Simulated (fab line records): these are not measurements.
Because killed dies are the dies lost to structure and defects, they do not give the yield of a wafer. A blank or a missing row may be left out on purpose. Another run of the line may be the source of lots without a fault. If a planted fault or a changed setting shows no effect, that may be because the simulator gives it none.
fab line records | flow n5-finfet
record: lots: 24 wafers: 72 last-day: 18
route steps=1938 shown BEOL_M0_SAQP@676 BEOL_M0@722
lots with no fault: from the same line, run without faults
start-h: hours from the record's opening day to when the first of the lot's shown wafers began | wait-h: how many hours have passed since the lot's step before this one | " as in the row above | L1.1+2: a single row standing in for several wafers | - either no value or no given start | * or withheld: withheld | < > ~ a bound
route shown NAME@n: a module of which the file shows steps, and the number in the route of the first | usual: the fault-free wafers' mean and standard deviation | same: alike in all rows | chamber/n: place in a boat | sites: each site's reading | _std_site: the values' standard deviation | _edge_site: outer sites' mean less inner sites' | radius-mm: how far each site lies from the wafer's centre | mask NAME#n: copy n | behind: tool/chamber where the wafer was last shaped | hold: why the lot went on hold/how many hours it stayed there/how the hold came to an end | device: which transistor (n, p or np) failed to switch | end of line: the route-end tests of the same wafers | step lacking rows: just its recipe | killed: the dies lost at the first sort to structure and to defects; this is not the yield of the wafer | map: shows each die of a wafer: x if killed, . if not, _ if none is there
set.NAME: the setting that was run; set.NAME@STEP: the one run at that earlier step | model.NAME: the simulator's own value behind a step, which no gauge read
one table for each step of the route and one row for each wafer, over a sample of lots
services: when a tool's chamber went out of use (start-h, in hours from the record's first day, below 0 if earlier), for how many hours, and the reason
== steps ==
step: N5_BEOL_M0_SAQP_SPACER2_ALD_26
recipe: material: SiO2 target-thk-a: 150 temp-c: 300 ald-precursor-family: BDEAS ald-co-reactant: O2-plasma pulse-time-s: 1 purge-time-s: 2 co-reactant-purge-time-s: 2 pressure-torr: 2
usual: heater-power-w: 468/43 precursor-pulse-height-rel: 0.999/0.02 susceptor-temp-C: 300.00/0.2
same: co-reactant-purge-time-s: 2
columns lot.wafer tool chamber start-h wait-h heater-power-w precursor-pulse-height-rel since-wet-clean-h susceptor-temp-C
L074.1 ald-sin-04 0 111.48 0.2 421 0.978 104 300.02
L074.2 " 1 " " 435 1.008 104 299.99
L074.3 " 2 " " 480 1.006 104 299.61
L075.1 ald-sin-04 1 118.66 0.1 438 1.029 111 299.92
L075.4 " 0 " " 403 0.997 111 300.01
L075.6 " 0 " " 402 1.025 - 299.84
L076.3 ald-sin-04 3 124.81 1.2 546 1.020 117 299.97
L076.4 " 2 " " 494 0.995 117 300.11
L076.5 " 2 " " 492 1.002 - 300.11
L077.4 ald-sin-01 3 129.91 0.1 439 0.975 30 299.97
L077.5 " 1 " " 503 1.014 - 300.09
L077.6 " 0 " " 434 0.993 - 300.05
L078.2 ald-sin-04 1 140.50 0.1 436 1.024 133 299.83
L078.4 " 0 " " 412 1.024 133 300.07
L078.5 " 1 " " 430 1.012 - 299.61
L079.1 ald-sin-01 3 143.52 0.1 438 0.976 44 300.22
L079.2 " 1 " " 509 0.998 44 299.68
L079.3 " 0 " " 429 1.021 44 299.98
L080.2 ald-sin-04 0 156.82 1.0 418 1.012 149 300.19
L080.4 " 3 " " 537 0.980 149 299.62
L080.5 " 3 " " 539 0.995 - 299.71
L081.2 ald-sin-02 2 158.10 0.8 520 0.976 251 299.66
L081.3 " 0 " " 447 0.985 251 300.14
L081.5 " 2 " " 519 0.959 - 299.84
L082.1 ald-sin-04 2 162.46 0.1 504 0.986 155 299.90
L082.4 " 3 " " 521 0.974 155 299.55
L082.6 " 1 " " 442 0.987 - 300.07
L083.1 ald-sin-02 3 167.81 0.6 430 0.992 261 300.04
L083.3 " 1 " " 436 1.008 261 299.98
L083.4 " 2 " " 520 1.000 261 300.02
L084.1 ald-sin-04 0 174.31 0.3 407 0.993 167 300.06
L084.4 " 2 " " 498 1.003 167 299.97
L084.6 " 1 " " 441 0.966 - 299.99
L085.1 ald-sin-01 3 179.51 0.3 432 0.994 80 299.73
L085.2 " 1 " " 505 0.998 80 299.82
L085.3 " 2 " " 458 1.007 80 299.72
L086.3 ald-sin-04 2 190.36 1.3 511 0.998 183 299.94
L086.4 " 1 " " 429 0.983 183 300.19
L086.6 " 0 " " 417 0.960 - 300.32
L087.2 ald-sin-04 0 195.38 1.1 398 1.016 188 299.86
L087.3 " 3 " " 541 0.986 188 300.26
L087.4 " 2 " " 500 1.003 188 300.16
L088.3 ald-sin-04 3 200.77 0.1 547 0.978 193 299.68
L088.4 " 2 " " 488 1.009 193 299.97
L088.5 " 0 " " 409 0.999 - 299.75
L089.2 ald-sin-01 0 204.63 0.4 431 1.014 105 300.17
L089.4 " 1 " " 524 0.989 105 299.86
L089.5 " 3 " " 441 1.006 - 300.20
L090.1 ald-sin-01 2 212.22 0.3 470 0.978 113 300.24
L090.2 " 1 " " 529 1.019 113 299.93
L090.3 " 0 " " 425 0.970 113 299.94
L091.1 ald-sin-04 1 220.51 0.1 446 0.990 213 300.06
L091.5 " 1 " " 451 0.990 - 300.04
L091.6 " 2 " " 503 1.008 - 299.94
L092.1 ald-sin-04 2 224.23 0.1 496 1.039 216 300.10
L092.3 " 1 " " 449 0.990 216 300.29
L092.4 " 3 " " 544 0.977 216 300.13
L093.2 ald-sin-01 0 232.07 1.4 430 0.988 133 300.17
L093.4 " 3 " " 440 0.984 133 299.89
L093.6 " 3 " " 438 0.984 - 299.84
L094.2 ald-sin-04 1 234.20 0.9 446 0.963 226 299.91
L094.3 " 2 " " 497 1.002 226 300.26
L094.5 " 3 " " 540 0.985 - 300.19
L095.1 ald-sin-01 2 235.56 0.6 475 0.997 136 300.31
L095.4 " 3 " " 449 1.032 136 299.89
L095.6 " 2 " " 462 0.985 - 299.82
L096.1 ald-sin-02 3 250.16 0.1 418 1.018 343 299.99
L096.4 " 0 " " 448 1.001 343 299.52
L096.6 " 0 " " 463 1.001 - 299.82
L097.2 ald-sin-01 1 256.48 0.1 508 1.012 157 300.27
L097.5 " 2 " " 473 0.982 - 300.18
L097.6 " 3 " " 449 1.010 - 300.26
step: N5_BEOL_M0_SAQP_OVL_MEAS_41
recipe: points-per-wafer: 522
usual: M0_CUT1_OVL: 0.0/0.66
columns lot.wafer tool chamber start-h wait-h M0_CUT1_OVL[nm]
L074.1 overlay-01 0 112.69 0.0 -0.3
L074.2 " 0 " " 0.1
L074.3 " 0 " " 0.7
L075.1 overlay-02 0 119.75 0.0 -0.7
L075.4 " 0 " " -0.3
L075.6 " 0 " " 0.1
L076.3 overlay-01 0 125.91 0.0 -0.7
L076.4 " 0 " " -0.3
L076.5 " 0 " " 0.1
L077.4 overlay-01 0 131.14 0.0 0.9
L077.5 " 0 " " -0.3
L077.6 " 0 " " 0.3
L078.2 overlay-02 0 141.65 0.0 1.5
L078.4 " 0 " " 0.7
L078.5 " 0 " " 0.4
L079.1 overlay-02 0 144.73 0.0 -0.3
L079.2 " 0 " " -1.1
L079.3 " 0 " " 0.0
L080.2 overlay-02 0 158.04 0.0 0.8
L080.4 " 0 " " 0.7
L080.5 " 0 " " 2.0
L081.2 overlay-01 0 159.57 0.0 -0.5
L081.3 " 0 " " -0.2
L081.5 " 0 " " 0.4
L082.1 overlay-01 0 163.74 0.0 -1.1
L082.4 " 0 " " -1.0
L082.6 " 0 " " -1.6
L083.1 overlay-02 0 169.09 0.0 -0.3
L083.3 " 0 " " 0.1
L083.4 " 0 " " -0.4
L084.1 overlay-01 0 175.39 0.0 0.7
L084.4 " 0 " " -0.5
L084.6 " 0 " " 0.2
L085.1 overlay-02 0 180.60 0.0 0.9
L085.2 " 0 " " -0.6
L085.3 " 0 " " 0.1
L086.3 overlay-02 0 191.45 0.0 0.5
L086.4 " 0 " " 0.1
L086.6 " 0 " " 0.0
L087.2 overlay-01 0 196.47 0.0 0.4
L087.3 " 0 " " 0.4
L087.4 " 0 " " -0.2
L088.3 overlay-01 0 201.99 0.0 1.0
L088.4 " 0 " " 0.6
L088.5 " 0 " " 0.1
L089.2 overlay-02 0 205.85 0.0 -0.4
L089.4 " 0 " " -0.8
L089.5 " 0 " " -0.4
L090.1 overlay-02 0 213.36 0.0 -0.2
L090.2 " 0 " " -0.5
L090.3 " 0 " " -0.1
L091.1 overlay-02 0 221.66 0.0 -0.6
L091.5 " 0 " " -0.6
L091.6 " 0 " " -0.1
L092.1 overlay-01 0 225.32 0.0 -0.1
L092.3 " 0 " " 0.0
L092.4 " 0 " " 0.6
L093.2 overlay-02 0 233.17 0.0 0.1
L093.4 " 0 " " 1.1
L093.6 " 0 " " 0.7
L094.2 overlay-01 0 235.58 0.0 0.1
L094.3 " 0 " " 1.0
L094.5 " 0 " " -0.2
L095.1 overlay-02 0 236.66 0.0 -1.0
L095.4 " 0 " " 0.0
L095.6 " 0 " " 1.0
L096.1 overlay-01 0 251.38 0.0 0.2
L096.4 " 0 " " -0.1
L096.6 " 0 " " -0.3
L097.2 overlay-02 0 257.60 0.0 0.2
L097.5 " 0 " " 0.3
L097.6 " 0 " " 0.1
step: N5_BEOL_M0_STRIP_142
recipe: chemistry: N2/H2 time-s: 10 power-w: 450 temp-c: 40 pressure-mtorr: 20 rf-frequency-hz: 6e+07 bias-power-w: 7 n2-flow-sccm: 200 h2-flow-sccm: 200
usual: drypump-motor-current-A: 5.5/0.43 oes-product-au: 0.82/0.075 rf-vpp-V: 59.4/0.89 showerhead-plenum-p-Torr: 2.60/0.078 throttle-valve-pct: 23.7/0.43
same: time-s: 10
columns lot.wafer tool chamber start-h wait-h drypump-motor-current-A oes-product-au rf-hours-counter-h rf-vpp-V showerhead-plenum-p-Torr throttle-valve-pct
L074.1 rie-diel-01 3 119.45 0.0 5.7 0.79 95 59.2 2.56 24.1
L074.2 " 1 " " 5.7 0.95 5 58.4 2.72 24.1
L074.3 " 0 " " 6.1 0.71 223 60.2 2.41 24.1
L075.1 rie-diel-02 3 122.48 0.0 5.2 0.77 115 60.5 2.57 23.7
L075.4 " 1 " " 5.0 0.82 82 58.5 2.69 23.8
L075.6 " 2 " " 6.3 0.86 - 59.7 2.66 23.2
L076.3 rie-diel-05 0 131.64 0.0 5.4 0.92 34 59.1 2.46 23.9
L076.4 " 2 " " 5.2 0.70 232 59.7 2.63 23.9
L076.5 " 2 " " 5.2 0.70 - 59.4 2.63 23.9
L077.4 rie-diel-02 0 136.37 0.0 4.9 0.78 143 59.5 2.56 23.9
L077.5 " 3 " " 5.2 0.77 - 58.6 2.57 23.7
L077.6 " 0 " " 4.9 0.78 - 58.2 2.56 23.8
L078.2 rie-diel-05 0 145.94 0.0 5.4 0.91 39 59.4 2.46 23.9
L078.4 " 3 " " 5.1 0.86 67 58.6 2.60 24.2
L078.5 " 0 " " 5.4 0.91 - 59.0 2.46 23.9
L079.1 rie-diel-05 1 149.07 0.0 5.6 0.78 123 60.1 2.63 22.7
L079.2 " 0 " " 5.4 0.91 39 60.0 2.46 23.9
L079.3 " 3 " " 5.1 0.86 68 59.9 2.60 24.2
L081.2 rie-diel-01 3 161.95 0.0 5.7 0.79 110 60.4 2.55 24.1
L081.3 " 1 " " 5.7 0.90 20 59.5 2.72 24.1
L081.5 " 3 " " 5.7 0.78 - 59.7 2.55 24.1
L080.2 rie-diel-05 0 162.31 0.0 5.4 0.89 45 58.5 2.46 23.9
L080.4 " 0 " " 5.4 0.88 - 59.1 2.46 23.9
L080.5 " 3 " " 5.1 0.86 - 58.6 2.60 24.2
L082.1 rie-diel-02 3 170.15 0.0 5.2 0.75 128 58.2 2.56 23.7
L082.4 " 0 " " 4.9 0.78 150 59.1 2.55 23.9
L082.6 " 0 " " 4.9 0.78 - 60.1 2.55 23.9
L083.1 rie-diel-02 3 172.83 0.0 5.2 0.75 129 58.1 2.56 23.7
L083.3 " 3 " " 5.2 0.76 - 60.5 2.56 23.7
L083.4 " 2 " " 6.4 0.86 - 60.0 2.66 23.2
L084.1 rie-diel-02 2 178.15 0.0 6.4 0.86 52 59.2 2.66 23.2
L084.4 " 1 " " 5.0 0.80 - 58.9 2.69 23.8
L084.6 " 2 " " 6.4 0.86 - 59.7 2.66 23.2
L085.1 rie-diel-02 1 186.17 0.0 5.0 0.79 102 59.4 2.69 23.8
L085.2 " 2 " " 6.3 0.85 57 59.7 2.65 23.2
L085.3 " 0 " " 4.9 0.77 153 58.3 2.55 23.9
L086.3 rie-diel-02 2 196.46 0.0 6.4 0.84 60 58.5 2.65 23.2
L086.4 " 3 " " 5.2 0.75 135 59.1 2.56 23.7
L086.6 " 2 " " 6.4 0.84 - 58.8 2.65 23.2
L087.2 rie-diel-01 2 199.34 0.0 5.2 0.81 92 59.1 2.57 23.4
L087.3 " 3 " " 5.7 0.76 125 59.2 2.54 24.1
L087.4 " 1 " " 5.8 0.88 - 59.4 2.71 24.2
L089.2 rie-diel-05 2 208.38 0.0 5.2 1.01 0 59.2 2.62 23.6
L089.4 " 3 " " 5.1 0.82 92 59.1 2.59 24.3
L089.5 " 2 " " 5.2 1.01 - 58.3 2.62 23.6
L088.3 rie-diel-05 1 208.49 0.0 5.6 0.75 147 59.7 2.62 22.8
L088.4 " 0 " " 5.4 0.87 64 58.1 2.45 23.9
L088.5 " 0 " " 5.4 0.86 - 60.7 2.45 23.9
L090.1 rie-diel-01 3 216.48 0.0 5.7 0.76 133 58.4 2.54 24.1
L090.2 " 1 " " 5.7 0.87 42 60.8 2.71 24.1
L090.3 " 0 " " 6.1 1.01 1 59.9 2.72 23.5
L091.1 rie-diel-01 2 226.25 0.0 5.2 0.78 104 58.0 2.57 23.4
L091.5 " 3 " " 5.7 0.76 - 58.0 2.54 24.1
L091.6 " 0 " " 6.0 0.98 - 60.8 2.72 23.5
L092.1 rie-diel-05 3 231.42 0.0 5.1 0.82 101 59.2 2.59 24.3
L092.3 " 0 " " 5.4 0.85 74 59.0 2.45 23.9
L092.4 " 0 " " 5.4 0.85 - 60.3 2.45 24.0
L093.2 rie-diel-01 1 236.39 0.0 5.7 0.85 49 58.8 2.70 24.2
L093.4 " 2 " " 5.2 0.80 108 60.5 2.57 23.4
L093.6 " 1 " " 5.7 0.84 - 59.8 2.70 24.2
L094.2 rie-diel-01 2 238.90 0.0 5.2 0.79 108 58.9 2.57 23.4
L094.3 " 3 " " 5.7 0.76 142 59.1 2.54 24.1
L094.5 " 0 " " 6.0 0.96 - 60.4 2.71 23.5
L095.1 rie-diel-01 0 241.85 0.0 6.0 0.96 11 60.5 2.71 23.5
L095.4 " 3 " " 5.7 0.75 143 60.8 2.54 24.1
L095.6 " 3 " " 5.7 0.75 - 59.1 2.54 24.1
L096.1 rie-diel-01 3 255.05 0.0 5.7 0.74 149 58.6 2.54 24.1
L096.4 " 2 " " 5.2 0.78 - 60.2 2.56 23.4
L096.6 " 3 " " 5.7 0.75 - 58.2 2.53 24.1
L097.2 rie-diel-01 0 260.42 0.0 6.0 0.94 13 59.3 2.71 23.5
L097.5 " 3 " " 5.8 0.74 - 58.5 2.53 24.1
L097.6 " 2 " " 5.2 0.77 - 58.7 2.56 23.4
step: N5_BEOL_M0_PRE_CLEAN_113
recipe: gas: H2/He time-s: 30 temp-c: 250
usual: heater-power-w: 319/32 susceptor-temp-C: 249.99/0.17
same: time-s: 30
columns lot.wafer tool chamber start-h wait-h heater-power-w susceptor-temp-C
L074.1 pvd-sputter-03 - 120.15 0.0 271 250.19
L074.2 " - " " 308 249.90
L074.3 " - " " 266 249.83
L075.1 pvd-sputter-03 - 123.39 0.0 281 249.83
L075.4 " - " " 307 250.07
L075.6 " - " " 307 249.96
L076.3 pvd-sputter-02 - 134.22 0.0 341 249.98
L076.4 " - " " 323 250.02
L076.5 " - " " 324 250.12
L077.4 pvd-sputter-01 - 137.31 0.0 294 249.96
L077.5 " - " " 332 250.05
L077.6 " - " " 295 249.87
L078.2 pvd-sputter-03 - 148.84 0.0 272 249.94
L078.4 " - " " 259 250.21
L078.5 " - " " 383 250.05
L079.1 pvd-sputter-01 - 150.02 0.0 291 250.00
L079.2 " - " " 340 249.85
L079.3 " - " " 328 250.17
L081.2 pvd-sputter-01 - 163.13 0.0 316 249.65
L081.3 " - " " 344 249.93
L081.5 " - " " 355 250.27
L080.2 pvd-sputter-02 - 163.20 0.0 311 250.18
L080.4 " - " " 347 249.78
L080.5 " - " " 321 249.88
L082.1 pvd-sputter-03 - 171.48 0.0 390 249.98
L082.4 " - " " 274 250.00
L082.6 " - " " 275 250.01
L083.1 pvd-sputter-02 - 173.73 0.0 321 250.28
L083.3 " - " " 358 250.06
L083.4 " - " " 333 249.70
L084.1 pvd-sputter-02 - 180.36 0.0 351 249.75
L084.4 " - " " 317 250.03
L084.6 " - " " 317 250.13
L085.1 pvd-sputter-03 - 186.64 0.0 280 250.25
L085.2 " - " " 260 249.95
L085.3 " - " " 310 250.13
L086.3 pvd-sputter-03 - 197.22 0.0 309 250.27
L086.4 " - " " 379 250.03
L086.6 " - " " 259 249.79
L087.2 pvd-sputter-03 - 200.31 0.0 279 250.12
L087.3 " - " " 263 250.15
L087.4 " - " " 384 249.81
L089.2 pvd-sputter-01 - 209.00 0.0 340 249.91
L089.4 " - " " 320 250.16
L089.5 " - " " 291 250.13
L088.3 pvd-sputter-01 - 209.40 0.0 329 249.90
L088.4 " - " " 349 249.64
L088.5 " - " " 322 250.10
L090.1 pvd-sputter-03 - 217.43 0.0 380 250.08
L090.2 " - " " 309 250.06
L090.3 " - " " 278 250.22
L091.1 pvd-sputter-01 - 226.64 0.0 349 249.79
L091.5 " - " " 344 249.98
L091.6 " - " " 329 250.10
L092.1 pvd-sputter-01 - 232.64 0.0 321 249.69
L092.3 " - " " 320 250.21
L092.4 " - " " 351 250.15
L093.2 pvd-sputter-01 - 237.22 0.0 298 249.78
L093.4 " - " " 350 249.83
L093.6 " - " " 326 250.24
L094.2 pvd-sputter-01 - 240.50 0.0 320 250.33
L094.3 " - " " 293 249.98
L094.5 " - " " 314 250.18
L095.1 pvd-sputter-01 - 242.67 0.0 295 250.00
L095.4 " - " " 349 250.09
L095.6 " - " " 330 249.98
L096.1 pvd-sputter-01 - 255.80 0.0 330 250.08
L096.4 " - " " 330 250.11
L096.6 " - " " 316 250.05
L097.2 pvd-sputter-02 - 262.96 0.0 313 250.05
L097.5 " - " " 342 250.05
L097.6 " - " " 359 249.76
step: N5_BEOL_M0_ALD_136
recipe: material: TaN target-thk-a: * temp-c: 275 ald-precursor-family: PDMAT ald-co-reactant: NH3 pressure-torr: 3 carrier-flow-sccm: 1500 pulse-time-s: 2 purge-time-s: 3 co-reactant-purge-time-s: 2 co-reactant-pulse-time-s: 3 ald-cycles: 30 precursor-vessel-temp-c: 75 precursor-vessel-pressure-torr: 26.25 precursor-vessel-carrier-sccm: 1000
usual: heater-power-w: 403/50 susceptor-temp-C: 274.97/0.18
same: co-reactant-purge-time-s: 2
columns lot.wafer tool chamber start-h wait-h heater-power-w since-wet-clean-h susceptor-temp-C
L074.1 ald-metal-04 1 120.21 0.0 373 4399 274.71
L074.2 " 3 " " 344 4399 275.01
L074.3 " 2 " " 398 4399 274.94
L075.1 ald-metal-04 1 123.45 0.0 373 4402 274.82
L075.4 " 2 " " 385 4402 274.67
L075.6 " 3 " " 337 - 275.04
L076.3 ald-metal-04 1 134.28 0.0 376 4413 274.88
L076.4 " 3 " " 329 4413 274.89
L076.5 " 3 " " 335 - 275.05
L077.4 ald-metal-04 0 137.39 0.1 399 4416 274.89
L077.5 " 1 " " 373 - 275.04
L077.6 " 0 " " 407 - 274.84
L078.2 ald-metal-04 3 148.91 0.0 339 4427 274.97
L078.4 " 0 " " 396 4427 274.66
L078.5 " 0 " " 409 - 274.66
L079.1 ald-metal-01 0 150.12 0.1 404 5967 274.59
L079.2 " 3 " " 398 5967 274.86
L079.3 " 1 " " 470 5967 275.30
L081.2 ald-metal-01 1 163.19 0.0 459 5980 274.84
L081.3 " 2 " " 489 5980 274.95
L081.5 " 3 " " 395 - 275.17
L080.2 ald-metal-04 0 163.33 0.1 405 4442 275.02
L080.4 " 1 " " 373 4442 275.01
L080.5 " 2 " " 408 - 274.80
L082.1 ald-metal-04 2 171.72 0.2 394 4450 274.88
L082.4 " 0 " " 408 4450 274.97
L082.6 " 0 " " 404 - 274.81
L083.1 ald-metal-04 1 173.79 0.0 382 4452 274.80
L083.3 " 2 " " 402 4452 275.02
L083.4 " 3 " " 334 4452 275.25
L084.1 ald-metal-04 0 180.50 0.1 395 4459 275.16
L084.4 " 2 " " 390 4459 275.05
L084.6 " 2 " " 405 - 275.08
L085.1 ald-metal-03 0 186.83 0.2 343 2927 274.54
L085.2 " 3 " " 379 2927 275.09
L085.3 " 1 " " 497 2927 274.83
L086.3 ald-metal-01 2 197.28 0.0 488 6014 275.49
L086.4 " 0 " " 409 6014 274.68
L086.6 " 3 " " 403 - 275.12
L087.2 ald-metal-04 3 200.37 0.0 330 4479 275.13
L087.3 " 2 " " 398 4479 274.95
L087.4 " 1 " " 367 4479 274.76
L089.2 ald-metal-04 1 209.06 0.0 382 4487 274.51
L089.4 " 3 " " 342 4487 275.26
L089.5 " 0 " " 400 - 275.06
L088.3 ald-metal-01 0 209.46 0.0 401 6026 274.96
L088.4 " 1 " " 456 6026 274.84
L088.5 " 0 " " 395 - 275.02
L090.1 ald-metal-03 1 217.49 0.0 499 2957 275.01
L090.2 " 3 " " 376 2957 274.92
L090.3 " 0 " " 355 2957 275.13
L091.1 ald-metal-03 0 226.71 0.0 332 2967 275.08
L091.5 " 0 " " 343 - 275.24
L091.6 " 3 " " 375 - 274.95
L092.1 ald-metal-01 1 232.76 0.1 463 6050 275.08
L092.3 " 3 " " 402 6050 274.91
L092.4 " 2 " " 486 6050 274.91
L093.2 ald-metal-03 2 237.28 0.0 455 2977 274.98
L093.4 " 1 " " 508 2977 275.04
L093.6 " 3 " " 382 - 275.16
L094.2 ald-metal-03 0 240.58 0.1 353 2980 275.13
L094.3 " 2 " " 457 2980 275.13
L094.5 " 1 " " 492 - 274.89
L095.1 ald-metal-03 2 242.73 0.0 455 2983 275.04
L095.4 " 3 " " 371 2983 275.06
L095.6 " 0 " " 338 - 274.86
L096.1 ald-metal-03 2 255.97 0.1 456 2996 275.12
L096.4 " 3 " " 370 2996 275.28
L096.6 " 2 " " 463 - 274.72
L097.2 ald-metal-03 3 263.03 0.0 372 3003 274.87
L097.5 " 3 " " 379 - 274.72
L097.6 " 0 " " 342 - 274.95
step: N5_BEOL_M0_ANNEAL_117
recipe: temp-c: 400 time-s: 60 ambient: vacuum
usual: heater-power-w: 798/83 susceptor-temp-C: 400.03/0.21 susceptor_temp_C_max: 400.9/0.38
same: time-s: 60
columns lot.wafer tool chamber start-h wait-h heater-power-w susceptor-temp-C susceptor_temp_C_max
L074.1 pvd-sputter-02 - 121.28 0.0 854 400.54 401.6
L074.2 " - " " 914 400.01 401.0
L074.3 " - " " 837 400.36 401.3
L075.1 pvd-sputter-03 - 124.13 0.0 766 399.88 401.3
L075.4 " - " " 691 400.12 401.6
L075.6 " - " " 667 399.97 400.9
L076.3 pvd-sputter-02 - 135.12 0.0 843 400.26 401.0
L076.4 " - " " 783 400.25 401.2
L076.5 " - " " 906 400.15 401.0
L077.4 pvd-sputter-03 - 138.43 0.0 664 399.99 400.8
L077.5 " - " " 642 400.14 401.1
L077.6 " - " " 754 400.22 401.3
L078.2 pvd-sputter-03 - 149.45 0.0 962 400.33 401.0
L078.4 " - " " 667 399.83 400.7
L078.5 " - " " 686 400.24 401.9
L079.1 pvd-sputter-01 - 150.69 0.0 875 399.97 400.7
L079.2 " - " " 719 399.88 400.3
L079.3 " - " " 812 400.11 400.9
L080.2 pvd-sputter-02 - 163.94 0.0 804 400.50 401.3
L080.4 " - " " 836 399.65 400.5
L080.5 " - " " 877 399.86 400.9
L081.2 pvd-sputter-01 - 164.11 0.0 856 399.81 400.9
L081.3 " - " " 801 399.77 400.5
L081.5 " - " " 793 399.51 400.2
L082.1 pvd-sputter-02 - 172.85 0.0 872 399.83 400.7
L082.4 " - " " 764 400.15 401.2
L082.6 " - " " 825 400.18 401.0
L083.1 pvd-sputter-03 - 174.26 0.0 775 400.22 401.6
L083.3 " - " " 686 400.11 401.7
L083.4 " - " " 963 400.06 400.7
L084.1 pvd-sputter-01 - 181.12 0.0 803 400.13 400.8
L084.4 " - " " 853 399.88 400.5
L084.6 " - " " 724 400.19 400.7
L085.1 pvd-sputter-01 - 187.45 0.0 859 400.15 401.0
L085.2 " - " " 822 399.89 400.5
L085.3 " - " " 733 400.17 400.7
L086.3 pvd-sputter-02 - 198.06 0.0 886 400.22 400.9
L086.4 " - " " 849 399.95 400.9
L086.6 " - " " 876 399.91 400.9
L087.2 pvd-sputter-03 - 202.74 0.0 633 399.98 401.0
L087.3 " - " " 697 399.94 401.7
L087.4 " - " " 951 399.90 400.6
L089.2 pvd-sputter-01 - 209.63 0.0 802 399.89 400.8
L089.4 " - " " 731 400.30 400.8
L089.5 " - " " 829 399.92 400.6
L088.3 pvd-sputter-01 - 210.33 0.0 710 400.22 400.7
L088.4 " - " " 790 400.07 400.6
L088.5 " - " " 820 399.91 400.7
L090.1 pvd-sputter-03 - 218.01 0.0 761 400.14 401.0
L090.2 " - " " 692 399.64 401.3
L090.3 " - " " 981 399.70 400.2
L091.1 pvd-sputter-01 - 227.48 0.0 747 399.24 399.9
L091.5 " - " " 721 399.66 400.4
L091.6 " - " " 830 400.28 401.0
L092.1 pvd-sputter-01 - 233.50 0.0 740 400.64 401.2
L092.3 " - " " 804 400.26 401.0
L092.4 " - " " 820 400.24 401.0
L093.2 pvd-sputter-01 - 238.12 0.0 792 400.28 400.9
L093.4 " - " " 821 399.93 400.8
L093.6 " - " " 799 399.98 400.6
L094.2 pvd-sputter-01 - 241.32 0.0 856 399.88 400.7
L094.3 " - " " 829 399.87 400.4
L094.5 " - " " 887 399.90 400.7
L095.1 pvd-sputter-02 - 244.70 0.0 835 399.95 400.6
L095.4 " - " " 778 400.20 401.0
L095.6 " - " " 882 399.93 401.0
L096.1 pvd-sputter-03 - 256.76 0.0 784 400.31 401.6
L096.4 " - " " 660 399.89 400.6
L096.6 " - " " 968 400.12 400.7
L097.2 pvd-sputter-03 - 263.74 0.0 649 400.13 401.0
L097.5 " - " " 687 400.21 401.5
L097.6 " - " " 652 400.15 401.2
== services ==
columns tool chamber start-h hours kind
ald-sin-01 - 99.60 28.1 pm
ald-metal-01 0 109.66 17.9 repair
rie-diel-05 - 112.03 4.3 pm
ald-sin-02 3 117.54 10.8 repair
rie-diel-02 2 136.70 8.8 repair
ald-sin-02 1 144.57 6.7 repair
rie-diel-02 - 154.74 14.6 pm
rie-diel-05 2 159.38 5.2 repair
ald-sin-01 - 163.46 6.0 pm
rie-diel-02 1 170.92 3.2 repair
ald-sin-01 2 186.19 5.7 repair
rie-diel-01 0 194.65 - clean
rie-diel-01 0 194.65 - consumable-replace:focus-ring
rie-diel-01 0 194.65 - consumable-replace:showerhead
rie-diel-01 0 194.65 18.3 scheduled-down
rie-diel-01 0 194.65 18.3 vent-cycle
rie-diel-02 - 201.05 2.8 pm
ald-metal-01 - 201.96 1.6 repair
ald-sin-04 - 214.41 2.8 pm
ald-sin-04 2 229.00 3.1 repair
ald-sin-04 0 229.66 8.0 repair
ald-sin-02 2 231.91 6.0 repair
ald-metal-04 - 238.72 18.2 repair
ald-sin-01 0 248.39 4.8 repair
== key ==
fault none
